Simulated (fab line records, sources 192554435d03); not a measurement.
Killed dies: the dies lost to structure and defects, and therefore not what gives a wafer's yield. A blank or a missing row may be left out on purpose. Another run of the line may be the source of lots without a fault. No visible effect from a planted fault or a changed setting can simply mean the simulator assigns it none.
fab line records	flow n5Finfet
record lots=7	wafers=21
route steps=1938 shown BEOL_M5@1145 BEOL_M6@1219 BEOL_M7@1263
startH: the number of hours between the record's first day and the start of the first shown wafer of the lot	waitH: hours elapsed since this lot's preceding step	" repeats the value in the row above	L1.1+2: one row covering several wafers at once	- no value, or no start was given	* or withheld: withheld	< > ~ a bound
route shown NAME@n: a module of which the file shows steps, and the number in the route of the first	usual: mean/standard deviation of fault-free wafers	same: alike in all rows	chamber/n: place in a boat	sites: readings site by site	_std_site: their standard deviation	_edge_site: the outer-site mean with the inner-site mean subtracted	radiusMm: for every site, how far away it sits from the centre of the wafer	mask NAME#n: copy n	behind: tool/chamber where the wafer was last shaped	hold: why the lot was held/for how many hours/how that ended	device: transistor that didn't switch, given as n, p or np	end of line: the same wafers' tests at the end of the route	a step without rows: its recipe alone	killed: count of dies lost to structure and defects at first sort (not the wafer's yield)	map: per-die view of a wafer (x killed, . not killed, _ where there is no die)
set.NAME: setting as actually run; set.NAME@STEP: the setting as run at that earlier step	model.NAME: the simulator's own value behind a step, which no gauge read
lots with deliberately changed settings; one table per step, one row per wafer
## steps
# step N5_BEOL_M5_EXPOSE_25
# recipe maskId=V4	na=0.33	sourceShape=quasar	sigmaInner=0.2	sigmaOuter=0.6	polarization=unpolarized	defocusNm=10	doseMj=52.75
lot.wafer	tool	chamber	startH	waitH	mask	set.doseMj
L078.1+3+4	euvScanner-02	0	200.51	-	V4#0	52.75
L081.1+2	euvScanner-02	0	217.60	-	V4#0	54.57
L081.6	"	0	"	"	V4#0	52.75
L083.1+2+6	euvScanner-02	0	223.38	-	V4#0	52.75
L084.1+5+6	euvScanner-01	0	241.75	-	V4#0	52.75
L086.2+6	euvScanner-02	0	252.27	-	V4#0	56.11
L086.4	"	0	"	"	V4#0	52.75
L087.1	euvScanner-02	0	258.41	-	V4#0	52.75
L087.3+5	"	0	"	"	V4#0	51.71
L091.1+5	euvScanner-02	0	277.15	-	V4#0	52.75
L091.2	"	0	"	"	V4#0	53.8
# step N5_BEOL_M5_PEB_26
# recipe pebTempC=100	pebTimeS=60	resist=CAR-EUV
# step N5_BEOL_M5_DEVELOP_27
# recipe developTimeS=30	developer=TMAH	resist=CAR-EUV	rinseLiquid=surfactantRinse	dry=airSpin	devTempC=23
# step N5_BEOL_M5_ETCH_75
# recipe chemistry=N2/H2	target=underlayer	targetDepthA=65	maskMaterial=CAR-EUV	timeS=5.2	ionEnergyEv=200	pressureMtorr=30	sourceW=840	biasW=150	n2FlowSccm=200	h2FlowSccm=200	ends=cleared
# step N5_BEOL_M5_ETCH_67
# recipe chemistry=CF4	target=SiARC	targetDepthA=156	maskMaterial=CAR-EUV	timeS=26	ionEnergyEv=80	pressureMtorr=40	sourceW=545	biasW=36	Ar_flow_sccm=100	cf4FlowSccm=100	ends=cleared
# step N5_BEOL_M5_ETCH_68
# recipe chemistry=N2/H2	target=SOC	targetDepthA=800	overetchA=160	maskMaterial=SiARC	tempC=40	timeS=120	ionEnergyEv=200	pressureMtorr=30	sourceW=840	biasW=150	n2FlowSccm=200	h2FlowSccm=200
lot.wafer	tool	chamber	startH	waitH	set.spinRpm@BEOL_M5_COAT_65	model.etch.depthNm
L078.1	rieDiel-01	1	201.14	0.0	1500	60.08
L078.3	"	0	"	"	1500	59.92
L078.4	"	3	"	"	1418	61.69
L081.1	rieDiel-04	3	217.99	0.0	1500	60.36
L081.2	"	1	"	"	1500	60.1
L081.6	"	0	"	"	1500	60.06
L083.1	rieDiel-04	1	223.72	0.0	1597	58.23
L083.2	"	0	"	"	1597	58.04
L083.6	"	0	"	"	1597	58.03
L084.1	rieDiel-04	3	242.32	0.0	1500	59.82
L084.5	"	1	"	"	1500	59.96
L084.6	"	0	"	"	1500	60.05
L086.2	rieDiel-04	2	252.60	0.0	1600	58.41
L086.4	"	0	"	"	1600	58.28
L086.6	"	2	"	"	1500	59.94
L087.1	rieDiel-01	3	259.04	0.0	1408	61.87
L087.3	"	0	"	"	1500	59.98
L087.5	"	1	"	"	1500	60.01
L091.1	rieDiel-01	1	277.64	0.0	1500	59.84
L091.2	"	0	"	"	1500	59.97
L091.5	"	2	"	"	1418	61.46
# step N5_BEOL_M5_STRIP_69
# recipe chemistry=N2/H2	tempC=40	n2FlowSccm=200	h2FlowSccm=200	rfFrequencyHz=6e+07
# step N5_BEOL_M5_STRIP_76
# recipe chemistry=N2/H2	tempC=40	n2FlowSccm=200	h2FlowSccm=200	rfFrequencyHz=6e+07
# step N5_BEOL_M5_VIA_ETCH_34
# recipe chemistry=C4F6/O2	target=SiCOH_lowk	targetDepthA=883	maskMaterial=SOC	taperDeg=4	timeS=39.2	ionEnergyEv=250	pressureMtorr=30	sourceW=345	biasW=185	Ar_flow_sccm=300	C4F6_flow_sccm=10	O2_flow_sccm=10
lot.wafer	tool	chamber	startH	waitH	set.spinRpm@BEOL_M5_COAT_65	model.SOC_of_BEOL_M5_COAT_65.thkNm
L078.1+3	rieDiel-01	1,0	201.24	0.0	1500	56
L078.4	"	3	"	"	1418	57.6
L081.1	rieDiel-04	3	218.09	0.0	1500	56.2
L081.2+6	"	1,0	"	"	1500	56
L083.1	rieDiel-04	1	223.82	0.0	1597	54.2
L083.2+6	"	0	"	"	1597	54
L084.1+5	rieDiel-04	3,1	242.42	0.0	1500	55.8
L084.6	"	0	"	"	1500	56
L086.2	rieDiel-04	2	252.70	0.0	1600	54.4
L086.4	"	0	"	"	1600	54.2
L086.6	"	2	"	"	1500	55.8
L087.1	rieDiel-01	3	259.14	0.0	1408	57.8
L087.3+5	"	0,1	"	"	1500	56
L091.1	rieDiel-01	1	277.74	0.0	1500	55.8
L091.2	"	0	"	"	1500	56
L091.5	"	2	"	"	1418	57.4
# step N5_BEOL_M6_COAT_64
# recipe resist=SiARC	tempC=220	timeS=60	spinRpm=1500	resistThkNm=12
lot.wafer	tool	chamber	startH	waitH	set.spinRpm	model.SiARC_of_BEOL_M6_COAT_64.thkNm
L078.1+3+4	lithoTrack-05	0	-	-	1500	12
L081.1	lithoTrack-02	0	-	-	1500	12
L081.2+6	"	0	"	"	1412	12.4
L083.1+6	lithoTrack-01	0	-	-	1344	12.6
L083.2	"	0	"	"	1500	12
L084.1+6	lithoTrack-01	0	-	-	1500	12
L084.5	"	0	"	"	1500	12.2
L086.2+6	lithoTrack-01	0	-	-	1500	12
L086.4	"	0	"	"	1395	12.4
L087.1+5	lithoTrack-02	0	-	-	1500	12
L087.3	"	0	"	"	1599	11.6
L091.1+5	lithoTrack-05	0	-	-	1406	12.4
L091.2	"	0	"	"	1500	12
# step N5_BEOL_M6_EXPOSE_25
# recipe maskId=V5	na=0.33	sourceShape=annular	sigmaInner=0.4	sigmaOuter=0.8	polarization=unpolarized	targetCdNm=40	doseMj=45
lot.wafer	tool	chamber	startH	waitH	mask	set.doseMj
L078.1+4	euvScanner-01	0	213.37	-	V5#0	45
L078.3	"	0	"	"	V5#0	46.51
L081.1+2+6	euvScanner-01	0	230.28	-	V5#0	45
L083.1+2+6	euvScanner-02	0	237.04	-	V5#0	45
L084.1+5+6	euvScanner-02	0	258.32	-	V5#0	45
L086.2+4+6	euvScanner-01	0	265.21	-	V5#0	42.83
L087.1+3+5	euvScanner-02	0	273.26	-	V5#0	45
L091.1+2+5	euvScanner-02	0	289.25	-	V5#0	45
# step N5_BEOL_M6_PEB_26
# recipe pebTempC=100	pebTimeS=60	resist=CAR-EUV
# step N5_BEOL_M6_DEVELOP_27
# recipe developTimeS=30	developer=TMAH	resist=CAR-EUV	rinseLiquid=surfactantRinse	dry=airSpin	devTempC=23
# step N5_BEOL_M6_DESCUM_33
# recipe chemistry=O2	timeS=7	sourcePowerW=50	biasPowerW=20	pressureMtorr=20	rfFrequencyHz=2.712e+07	tempC=40	resist=CAR-EUV	o2FlowSccm=225
# step N5_BEOL_M6_ETCH_72
# recipe chemistry=N2/H2	target=underlayer	targetDepthA=65	maskMaterial=CAR-EUV	timeS=5.2	ionEnergyEv=200	pressureMtorr=30	sourceW=840	biasW=150	n2FlowSccm=200	h2FlowSccm=200	ends=cleared
# step N5_BEOL_M6_ETCH_65
# recipe chemistry=CF4	target=SiARC	targetDepthA=156	maskMaterial=CAR-EUV	timeS=26	ionEnergyEv=80	pressureMtorr=40	sourceW=545	biasW=36	Ar_flow_sccm=100	cf4FlowSccm=100	ends=cleared
lot.wafer	tool	chamber	startH	waitH	set.spinRpm@BEOL_M6_COAT_64	model.etch.depthNm
L078.1+4	rieDiel-02	1,2	213.69	0.0	1500	11.98
L078.3	"	3	"	"	1500	11.99
L081.1	rieDiel-03	1	230.78	0.0	1500	12
L081.2	"	3	"	"	1412	12.43
L081.6	"	2	"	"	1412	12.41
L083.1	rieDiel-02	2	237.35	0.0	1344	12.7
L083.2	"	3	"	"	1500	11.99
L083.6	"	0	"	"	1344	12.69
L084.1+6	rieDiel-05	2	258.63	0.0	1500	12.06
L084.5	"	1	"	"	1500	12.1
L086.2	rieDiel-05	1	265.66	0.0	1500	12.04
L086.4	"	3	"	"	1395	12.49
L086.6	"	1	"	"	1500	12.08
L087.1	rieDiel-05	3	273.57	0.0	1500	12.01
L087.3	"	1	"	"	1599	11.65
L087.5	"	1	"	"	1500	12.03
L091.1	rieDiel-05	0	289.63	0.0	1406	12.38
L091.2	"	2	"	"	1500	12
L091.5	"	0	"	"	1406	12.4
# step N5_BEOL_M7_ILD_DEP_00
# recipe material=SiCOH_lowk	targetThkA=1797.5	tempC=300	precursor=DEMS/porogen	pressureTorr=5	rfW=500	timeS=33.4
lot.wafer	tool	chamber	startH	waitH	set.timeS	model.SiCOH_lowk_of_BEOL_M7_ILD_DEP_00.thkNm
L078.1	pecvd-03	0	220.12	0.0	33.4	179.8
L078.3	"	2	"	"	33.4	178.8
L078.4	"	0	"	"	33.4	185.2
L081.1	pecvd-02	2	238.62	0.0	29.88	160.8
L081.2	"	1	"	"	33.4	181.8
L081.6	"	0	"	"	29.88	163.8
L083.1	pecvd-04	0	243.41	0.0	34.8	187.8
L083.2	"	2	"	"	34.8	184.6
L083.6	"	0	"	"	33.4	182.4
L084.1	pecvd-04	0	262.08	0.0	33.4	181.2
L084.5	"	2	"	"	33.4	181
L084.6	"	0	"	"	33.4	182.4
L086.2	pecvd-03	1	270.29	0.0	30.9	168.4
L086.4	"	0	"	"	33.4	187.8
L086.6	"	2	"	"	30.9	170.6
L087.1	pecvd-04	0	276.35	0.0	37.58	202
L087.3	"	1	"	"	33.4	181.6
L087.5	"	2	"	"	33.4	182.6
L091.1	pecvd-03	0	292.78	0.0	33.4	179.6
L091.2	"	1	"	"	33.4	181.6
L091.5	"	2	"	"	33.4	182.8
# step N5_BEOL_M7_CURE_74
# recipe tempC=385	timeS=240	ambient=He/Ar	material=SiCOH_lowk
lot.wafer	tool	chamber	startH	waitH	set.timeS@BEOL_M7_ILD_DEP_00	model.SiCOH_lowk_of_BEOL_M7_ILD_DEP_00.thkNm
L078.1	uvCure-01	1	220.20	0.1	33.4	155
L078.3	"	1	"	"	33.4	154
L078.4	"	1	"	"	33.4	159.8
L081.1	uvCure-02	0	238.68	0.0	29.88	138.4
L081.2	"	0	"	"	33.4	156.8
L081.6	"	0	"	"	29.88	141
L083.1	uvCure-02	2	243.47	0.0	34.8	162
L083.2	"	2	"	"	34.8	159.2
L083.6	"	2	"	"	33.4	157.4
L084.1+5	uvCure-03	1	262.14	0.0	33.4	156.2
L084.6	"	1	"	"	33.4	157.4
L086.2	uvCure-01	0	270.43	0.1	30.9	145.2
L086.4	"	0	"	"	33.4	162
L086.6	"	0	"	"	30.9	147
L087.1	uvCure-01	1	276.42	0.0	37.58	174.4
L087.3	"	1	"	"	33.4	156.6
L087.5	"	1	"	"	33.4	157.4
L091.1	uvCure-03	1	292.85	0.0	33.4	154.8
L091.2	"	1	"	"	33.4	156.6
L091.5	"	1	"	"	33.4	157.6
# step N5_BEOL_M7_THK_MEAS_01
# recipe reads=SiCOH_lowk_of_BEOL_M7_ILD_DEP_00
# usual M7_ILD_THK=155.7/2
lot.wafer	tool	chamber	startH	waitH	set.timeS@BEOL_M7_ILD_DEP_00	M7_ILD_THK[nm]
L078.1	filmMetro-02	-	220.71	0.4	33.4	154.9
L078.3	"	-	"	"	33.4	154.1
L078.4	"	-	"	"	33.4	159.7
L081.1	filmMetro-01	-	239.20	0.4	29.88	138.4
L081.2	"	-	"	"	33.4	156.7
L081.6	"	-	"	"	29.88	141.0
L083.1	filmMetro-01	-	244.00	0.4	34.8	162.1
L083.2	"	-	"	"	34.8	159.2
L083.6	"	-	"	"	33.4	157.5
L084.1	filmMetro-02	-	262.65	0.4	33.4	156.3
L084.5	"	-	"	"	33.4	156.2
L084.6	"	-	"	"	33.4	157.1
L086.2	filmMetro-01	-	270.86	0.4	30.9	145.3
L086.4	"	-	"	"	33.4	162.1
L086.6	"	-	"	"	30.9	147.1
L087.1	filmMetro-02	-	276.93	0.4	37.58	174.4
L087.3	"	-	"	"	33.4	156.7
L087.5	"	-	"	"	33.4	157.5
L091.1	filmMetro-02	-	293.36	0.4	33.4	154.8
L091.2	"	-	"	"	33.4	156.8
L091.5	"	-	"	"	33.4	157.7
## key
split step=N5_BEOL_M5_EXPOSE_25	setting=doseMj	stated=52.75	by=wafer
response none clear
split step=N5_BEOL_M6_COAT_64	setting=spinRpm	stated=1500	by=wafer
response step=N5_BEOL_M6_COAT_64	reading=model.SiARC_of_BEOL_M6_COAT_64.thkNm	change=-0.0603	per=1%	r=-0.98
response step=N5_BEOL_M6_ETCH_65	reading=model.etch.depthNm	change=-0.0642	per=1%	r=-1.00
split step=N5_BEOL_M6_EXPOSE_25	setting=doseMj	stated=45	by=wafer
response none clear
split step=N5_BEOL_M7_ILD_DEP_00	setting=timeS	stated=33.4	by=wafer
response step=N5_BEOL_M7_ILD_DEP_00	reading=model.SiCOH_lowk_of_BEOL_M7_ILD_DEP_00.thkNm	change=+1.78	per=1%	r=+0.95
response step=N5_BEOL_M7_CURE_74	reading=model.SiCOH_lowk_of_BEOL_M7_ILD_DEP_00.thkNm	change=+1.55	per=1%	r=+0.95
response step=N5_BEOL_M7_THK_MEAS_01	reading=M7_ILD_THK	change=+1.55	per=1%	r=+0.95
split outsideThisFile step=N5_BEOL_M5_COAT_65 setting=spinRpm
# split outsideThisFile: this setting was split too, and the file shows its column; the key of that split is in another file
